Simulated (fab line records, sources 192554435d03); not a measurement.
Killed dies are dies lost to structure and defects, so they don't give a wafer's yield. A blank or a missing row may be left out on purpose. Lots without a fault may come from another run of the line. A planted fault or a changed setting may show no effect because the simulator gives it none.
Which tool did it? | flow n5_finfet | 24 lots, 72 wafers sampled, at 6 steps of a route of 1938

WHAT THE GAUGES READ, wafer by wafer
N5_BEOL_M10_INSPECT_58: inspects for defects (darkfield). Usual: raw_defect_count 74, standard deviation 24.
lot  | measured     | on                | raw_defect_count | flag
L074 | day 10 04:37 | defect_inspect-01 | 162 124 69       |
L075 | day 10 09:00 | defect_inspect-02 | 67 53 78         |
L077 | day 10 18:34 | defect_inspect-01 | 80 90 136        |
L078 | day 10 21:40 | defect_inspect-02 | 127 74 83        |
L079 | day 11 04:56 | defect_inspect-02 | 81 100 136       |
L080 | day 11 10:14 | defect_inspect-01 | 85 94 92         |
L082 | day 12 06:49 | defect_inspect-02 | 79 62 71         |
L081 | day 12 07:33 | defect_inspect-01 | 61 58 40         |
L083 | day 13 00:21 | defect_inspect-01 | 78 72 74         |
L084 | day 13 07:52 | defect_inspect-01 | 52 74 109        |
L086 | day 13 11:37 | defect_inspect-02 | 96 76 81         |
L085 | day 13 13:07 | defect_inspect-02 | 109 78 69        |
L087 | day 13 17:39 | defect_inspect-02 | 88 82 59         |
L089 | day 14 00:32 | defect_inspect-02 | 52 53 52         |
L088 | day 14 04:14 | defect_inspect-02 | 55 74 68         |
L090 | day 14 05:46 | defect_inspect-01 | 49 73 88         |
L091 | day 14 20:06 | defect_inspect-02 | 76 60 45         |
L092 | day 14 22:38 | defect_inspect-02 | 112 87 113       |
L093 | day 14 23:43 | defect_inspect-02 | 57 83 38         |
L094 | day 16 04:21 | defect_inspect-01 | 25 52 50         |
L076 | day 16 06:29 | defect_inspect-01 | 76 86 54         |
L095 | day 16 10:30 | defect_inspect-01 | 51 94 51         |
L097 | day 17 00:41 | defect_inspect-02 | 76 76 76         |
L096 | day 17 20:25 | defect_inspect-02 | 47 39 47         |

N5_BEOL_M11_CD_MEAS_11: target cd 64.1 nm. Usual: cd_nm 64.0 nm, standard deviation 0.53.
lot  | measured     | on        | cd_nm (nm)     | flag
L074 | day 10 07:24 | cd_sem-01 | 63.9 65.1 64.6 |
L075 | day 10 11:02 | cd_sem-01 | 63.6 64.4 64.3 |
L077 | day 10 21:14 | cd_sem-01 | 64.0 64.1 63.1 |
L078 | day 11 00:41 | cd_sem-02 | 64.1 64.1 63.8 |
L079 | day 11 08:10 | cd_sem-03 | 64.3 64.6 63.6 |
L080 | day 11 11:53 | cd_sem-02 | 63.8 64.1 64.7 |
L082 | day 12 10:14 | cd_sem-01 | 64.7 63.9 64.5 |
L081 | day 12 10:19 | cd_sem-02 | 62.9 64.0 64.1 |
L083 | day 13 04:01 | cd_sem-01 | 64.3 64.9 64.1 |
L084 | day 13 09:14 | cd_sem-02 | 64.4 64.3 64.4 |
L086 | day 13 12:50 | cd_sem-01 | 63.4 63.4 63.5 |
L085 | day 13 15:12 | cd_sem-02 | 64.8 65.2 65.2 |
L087 | day 13 19:54 | cd_sem-02 | 63.4 65.1 64.5 |
L089 | day 14 02:16 | cd_sem-01 | 65.2 64.1 64.8 |
L088 | day 14 06:04 | cd_sem-02 | 64.6 63.6 64.5 |
L090 | day 14 07:37 | cd_sem-02 | 64.3 64.4 64.5 |
L091 | day 14 23:06 | cd_sem-03 | 63.5 64.5 63.7 |
L092 | day 15 02:25 | cd_sem-03 | 63.6 63.4 63.4 |
L093 | day 15 02:34 | cd_sem-02 | 64.4 63.6 64.1 |
L094 | day 16 07:02 | cd_sem-02 | 64.0 64.2 63.4 |
L076 | day 16 07:58 | cd_sem-02 | 63.5 63.6 64.3 |
L095 | day 16 14:02 | cd_sem-03 | 64.0 63.9 64.9 |
L097 | day 17 03:56 | cd_sem-03 | 64.0 63.9 64.3 |
L096 | day 17 22:35 | cd_sem-02 | 63.5 64.2 64.1 |

N5_BEOL_M12_OVL_MEAS_11. Usual: V11_OVL 0 nm, standard deviation 6.4.
lot  | measured     | on         | V11_OVL (nm) | flag
L074 | day 10 12:30 | overlay-01 | 0 5 2        |
L075 | day 10 18:52 | overlay-01 | 6 6 -9       |
L077 | day 11 03:38 | overlay-02 | -15 5 3      |
L078 | day 11 08:23 | overlay-01 | 7 -5 -1      |
L079 | day 11 18:05 | overlay-01 | -5 10 7      |
L080 | day 12 03:28 | overlay-01 | 5 -6 15      |
L082 | day 12 16:06 | overlay-01 | -1 -7 -5     |
L081 | day 12 17:06 | overlay-01 | -1 -13 -5    |
L083 | day 13 10:37 | overlay-01 | -6 4 0       |
L084 | day 13 14:00 | overlay-02 | -10 -14 -1   |
L086 | day 13 17:56 | overlay-01 | -3 2 -4      |
L085 | day 13 22:23 | overlay-01 | 2 2 1        |
L087 | day 14 03:14 | overlay-01 | 9 4 11       |
L089 | day 14 08:29 | overlay-01 | 14 -2 -4     |
L088 | day 14 12:36 | overlay-01 | -5 2 -1      |
L090 | day 14 17:32 | overlay-01 | 1 5 12       |
L091 | day 15 06:02 | overlay-01 | 0 4 -3       |
L092 | day 15 07:38 | overlay-01 | 1 -8 -1      |
L093 | day 15 08:09 | overlay-01 | 4 4 2        |
L094 | day 16 12:29 | overlay-01 | 7 -4 0       |
L076 | day 16 15:04 | overlay-01 | 0 -4 -1      |
L095 | day 16 20:49 | overlay-01 | 3 7 -7       |
L097 | day 17 10:22 | overlay-01 | -8 -5 1      |
L096 | day 18 05:03 | overlay-02 | -4 -2 -7     |

WHICH TOOL RAN EACH LOT (tool, then ch and the chambers of the sampled wafers, then the start)
lot  | N5_BEOL_M10_ETCH_65                | N5_BEOL_M10_SURFACE_TREAT_76 | N5_BEOL_M11_VIA_ETCH_34
L074 | rie_diel-06 ch 0,2,3, day 10 00:35 | pvd_sputter-03, day 10 02:17 | rie_diel-04 ch 2,3, day 10 09:10
L075 | rie_diel-06 ch 1,2,3, day 10 06:17 | pvd_sputter-01, day 10 07:50 | rie_diel-02 ch 0,2, day 10 15:29
L077 | rie_diel-03 ch 1,2,3, day 10 15:02 | pvd_sputter-03, day 10 16:48 | rie_diel-05 ch 1,2,3, day 11 00:18
L078 | rie_diel-03 ch 0,1,2, day 10 16:49 | pvd_sputter-03, day 10 20:18 | rie_diel-05 ch 0,1,2, day 11 03:58
L079 | rie_diel-03 ch 0,2, day 11 00:36   | pvd_sputter-03, day 11 01:57 | rie_diel-02 ch 2,3, day 11 11:11
L080 | rie_diel-03 ch 0,1,3, day 11 07:15 | pvd_sputter-02, day 11 08:46 | rie_diel-02 ch 1,2,3, day 11 23:51
L082 | rie_diel-06 ch 0,2, day 12 00:08   | pvd_sputter-03, day 12 05:34 | rie_diel-02 ch 1,2,3, day 12 12:46
L081 | rie_diel-01 ch 0,2,3, day 12 00:32 | pvd_sputter-02, day 12 06:11 | rie_diel-02 ch 0,3, day 12 13:13
L083 | rie_diel-01 ch 0,3, day 12 20:48   | pvd_sputter-01, day 12 23:02 | rie_diel-04 ch 0,1, day 13 05:30
L084 | rie_diel-06 ch 0,3, day 13 04:20   | pvd_sputter-03, day 13 05:59 | rie_diel-05 ch 0,2,3, day 13 10:38
L086 | rie_diel-01 ch 0,1,2, day 13 08:16 | pvd_sputter-01, day 13 09:50 | rie_diel-02 ch 0,1,2, day 13 14:21
L085 | rie_diel-03 ch 0,2, day 13 10:07   | pvd_sputter-02, day 13 11:48 | rie_diel-02 ch 1,2, day 13 18:38
L087 | rie_diel-01 ch 0,1,2, day 13 14:11 | pvd_sputter-01, day 13 16:03 | rie_diel-02 ch 0,2,3, day 13 22:34
L089 | rie_diel-06 ch 0,1, day 13 21:10   | pvd_sputter-01, day 13 22:56 | rie_diel-05 ch 1,2, day 14 04:13
L088 | rie_diel-01 ch 2,3, day 14 01:17   | pvd_sputter-01, day 14 02:43 | rie_diel-02 ch 1,2, day 14 07:44
L090 | rie_diel-06 ch 1,2, day 14 01:53   | pvd_sputter-03, day 14 03:52 | rie_diel-04 ch 1,2,3, day 14 12:33
L091 | rie_diel-06 ch 0,1,3, day 14 15:38 | pvd_sputter-02, day 14 17:07 | rie_diel-05 ch 0,1,2, day 15 01:46
L092 | rie_diel-01 ch 2,3, day 14 19:34   | pvd_sputter-02, day 14 21:05 | rie_diel-04 ch 0,2, day 15 04:23
L093 | rie_diel-06 ch 0,1, day 14 19:46   | pvd_sputter-02, day 14 21:43 | rie_diel-02 ch 0,1, day 15 04:38
L094 | rie_diel-03 ch 0,2,3, day 15 23:16 | pvd_sputter-01, day 16 02:59 | rie_diel-05 ch 2,3, day 16 09:04
L076 | rie_diel-06 ch 2,3, day 16 02:44   | pvd_sputter-03, day 16 04:29 | rie_diel-02 ch 0,1, day 16 09:48
L095 | rie_diel-06 ch 0,2,3, day 16 06:41 | pvd_sputter-03, day 16 08:34 | rie_diel-05 ch 2,3, day 16 15:38
L097 | rie_diel-03 ch 1,2, day 16 19:37   | pvd_sputter-01, day 16 23:16 | rie_diel-04 ch 1,2, day 17 05:24
L096 | rie_diel-01 ch 0,2,3, day 17 16:55 | pvd_sputter-01, day 17 18:43 | rie_diel-02 ch 0,1,2, day 18 00:47
- N5_BEOL_M10_ETCH_65: etches SiARC in CF4, target depth 39 nm, time 65 s.
- N5_BEOL_M10_SURFACE_TREAT_76
- N5_BEOL_M11_VIA_ETCH_34: etches SiCOH lowk in C4F6/O2, target depth 184.5 nm, time 69.2 s.

WHAT THE TOOLS THEMSELVES READ (means of the sampled wafers that have a number; where no wafer has one, the mark that the record gives instead)
N5_BEOL_M10_ETCH_65. Usual: drypump_motor_current_A 5.6 A, standard deviation 0.3; etch_rf_on_time_s 65.0 s, standard deviation 1.8; oes_product_au 0.68 a.u., standard deviation 0.074; rf_vpp_V 184.2 V, standard deviation 1; showerhead_plenum_p_Torr 2.16 Torr, standard deviation 0.051; throttle_valve_pct 15.65 %, standard deviation 0.24.
lot  | tool        | drypump_motor_current_A (A) | etch_rf_on_time_s (s) | oes_product_au (a.u.) | rf_vpp_V (V) | showerhead_plenum_p_Torr (Torr) | throttle_valve_pct (%) | flag
L074 | rie_diel-06 | 5.5                         | 63.2                  | 0.67                  | 183.9        | 2.16                            | 15.71                  |
L075 | rie_diel-06 | 5.4                         | 63.9                  | 0.63                  | 184.7        | 2.19                            | 15.92                  |
L077 | rie_diel-03 | 5.8                         | 66.9                  | 0.61                  | 183.0        | 2.14                            | 15.69                  |
L078 | rie_diel-03 | 5.8                         | 66.5                  | 0.67                  | 184.0        | 2.15                            | 15.64                  |
L079 | rie_diel-03 | 5.6                         | 67.3                  | 0.70                  | 183.8        | 2.16                            | 15.65                  |
L080 | rie_diel-03 | 5.4                         | 66.5                  | 0.66                  | 183.3        | 2.16                            | 15.65                  |
L082 | rie_diel-06 | 5.6                         | 63.6                  | 0.69                  | 184.2        | 2.13                            | 15.57                  |
L081 | rie_diel-01 | 5.7                         | 65.0                  | 0.74                  | 183.6        | 2.18                            | 15.38                  |
L083 | rie_diel-01 | 5.6                         | 66.5                  | 0.69                  | 184.2        | 2.14                            | 15.33                  |
L084 | rie_diel-06 | 5.6                         | 63.5                  | 0.66                  | 184.0        | 2.12                            | 15.70                  |
L086 | rie_diel-01 | 5.7                         | 64.3                  | 0.70                  | 184.8        | 2.21                            | 15.58                  |
L085 | rie_diel-03 | 5.9                         | 68.1                  | 0.62                  | 184.3        | 2.13                            | 15.74                  |
L087 | rie_diel-01 | 5.6                         | 64.7                  | 0.69                  | 184.5        | 2.21                            | 15.58                  |
L089 | rie_diel-06 | 5.7                         | 62.1                  | 0.78                  | 184.3        | 2.14                            | 15.54                  |
L088 | rie_diel-01 | 5.6                         | 67.1                  | 0.71                  | 183.5        | 2.12                            | 15.42                  |
L090 | rie_diel-06 | 5.5                         | 63.7                  | 0.72                  | 184.1        | 2.16                            | 15.63                  |
L091 | rie_diel-06 | 5.5                         | 63.4                  | 0.70                  | 184.6        | 2.16                            | 15.75                  |
L092 | rie_diel-01 | 5.6                         | 66.8                  | 0.72                  | 184.2        | 2.15                            | 15.51                  |
L093 | rie_diel-06 | 5.8                         | 63.3                  | 0.72                  | 183.4        | 2.10                            | 15.52                  |
L094 | rie_diel-03 | 5.6                         | 66.3                  | 0.69                  | 184.4        | 2.13                            | 15.62                  |
L076 | rie_diel-06 | 5.4                         | 64.2                  | 0.63                  | 184.0        | 2.16                            | 15.86                  |
L095 | rie_diel-06 | 5.5                         | 64.7                  | 0.63                  | 183.7        | 2.14                            | 15.81                  |
L097 | rie_diel-03 | 6.1                         | 67.4                  | 0.72                  | 184.5        | 2.11                            | 15.48                  |
L096 | rie_diel-01 | 5.6                         | 65.7                  | 0.68                  | 184.2        | 2.16                            | 15.47                  |

N5_BEOL_M10_SURFACE_TREAT_76. Usual: ar_flow_sccm 30.00 sccm, standard deviation 0.09.
lot  | tool           | ar_flow_sccm (sccm) | flag
L074 | pvd_sputter-03 | 29.95               |
L075 | pvd_sputter-01 | 30.04               |
L077 | pvd_sputter-03 | 30.01               |
L078 | pvd_sputter-03 | 29.99               |
L079 | pvd_sputter-03 | 30.01               |
L080 | pvd_sputter-02 | 29.99               |
L082 | pvd_sputter-03 | 30.04               |
L081 | pvd_sputter-02 | 30.09               |
L083 | pvd_sputter-01 | 30.05               |
L084 | pvd_sputter-03 | 29.96               |
L086 | pvd_sputter-01 | 30.01               |
L085 | pvd_sputter-02 | 29.96               |
L087 | pvd_sputter-01 | 30.05               |
L089 | pvd_sputter-01 | 29.97               |
L088 | pvd_sputter-01 | 30.05               |
L090 | pvd_sputter-03 | 29.89               |
L091 | pvd_sputter-02 | 30.01               |
L092 | pvd_sputter-02 | 30.06               |
L093 | pvd_sputter-02 | 30.13               |
L094 | pvd_sputter-01 | 30.02               |
L076 | pvd_sputter-03 | 30.04               |
L095 | pvd_sputter-03 | 29.93               |
L097 | pvd_sputter-01 | 30.01               |
L096 | pvd_sputter-01 | 30.00               |

N5_BEOL_M11_VIA_ETCH_34. Usual: drypump_motor_current_A 5.6 A, standard deviation 0.36; oes_product_au 0.79 a.u., standard deviation 0.077; rf_vpp_V 671 V, standard deviation 16; showerhead_plenum_p_Torr 2.89 Torr, standard deviation 0.094; throttle_valve_pct 21.07 %, standard deviation 0.15.
lot  | tool        | drypump_motor_current_A (A) | oes_product_au (a.u.) | rf_vpp_V (V) | showerhead_plenum_p_Torr (Torr) | throttle_valve_pct (%) | flag
L074 | rie_diel-04 | 5.1                         | 0.83                  | 681          | 2.88                            | 21.12                  |
L075 | rie_diel-02 | 5.7                         | 0.75                  | 683          | 2.93                            | 21.03                  |
L077 | rie_diel-05 | 5.8                         | 0.76                  | 657          | 2.77                            | 21.01                  |
L078 | rie_diel-05 | 5.6                         | 0.82                  | 663          | 2.83                            | 21.08                  |
L079 | rie_diel-02 | 5.7                         | 0.80                  | 683          | 2.98                            | 20.97                  |
L080 | rie_diel-02 | 5.8                         | 0.83                  | 673          | 2.96                            | 21.07                  |
L082 | rie_diel-02 | 5.8                         | 0.82                  | 673          | 2.96                            | 21.08                  |
L081 | rie_diel-02 | 5.7                         | 0.84                  | 658          | 2.99                            | 21.02                  |
L083 | rie_diel-04 | 5.2                         | 0.71                  | 681          | 2.95                            | 20.93                  |
L084 | rie_diel-05 | 5.3                         | 0.78                  | 662          | 2.78                            | 21.13                  |
L086 | rie_diel-02 | 5.8                         | 0.78                  | 673          | 2.90                            | 21.17                  |
L085 | rie_diel-02 | 5.8                         | 0.76                  | 686          | 2.93                            | 21.10                  |
L087 | rie_diel-02 | 5.6                         | 0.78                  | 670          | 2.95                            | 21.04                  |
L089 | rie_diel-05 | 6.0                         | 0.75                  | 659          | 2.80                            | 21.02                  |
L088 | rie_diel-02 | 5.8                         | 0.77                  | 686          | 2.92                            | 21.12                  |
L090 | rie_diel-04 | 5.1                         | 0.83                  | 680          | 2.88                            | 21.02                  |
L091 | rie_diel-05 | 5.6                         | 0.78                  | 662          | 2.81                            | 21.11                  |
L092 | rie_diel-04 | 5.3                         | 0.75                  | 685          | 2.92                            | 20.94                  |
L093 | rie_diel-02 | 5.9                         | 0.80                  | 664          | 2.88                            | 21.29                  |
L094 | rie_diel-05 | 5.6                         | 0.70                  | 645          | 2.70                            | 21.07                  |
L076 | rie_diel-02 | 5.9                         | 0.79                  | 664          | 2.88                            | 21.30                  |
L095 | rie_diel-05 | 5.5                         | 0.71                  | 645          | 2.70                            | 21.08                  |
L097 | rie_diel-04 | 5.0                         | 0.79                  | 681          | 2.91                            | 21.12                  |
L096 | rie_diel-02 | 5.8                         | 0.75                  | 674          | 2.89                            | 21.21                  |

THE ANSWER, worked out from the rows above alone
Rule: a lot is off if the mean of its wafers that have a number lies more than 3 standard deviations from the usual mean. A lot without any number at a reading at which 4 lots or more have one is off too. The other lots that the step has rows for count as sound. The gauges are gone through in route order, then the tools' own readings, and for those a lot's mean is taken as printed above. The first step at which some lot is off is used, and at that step the reading that is off furthest; a lot without a number counts as furthest.
No lot is off at any reading shown: from this, nothing can be told.

WHAT THE SIMULATOR HAD PUT IN
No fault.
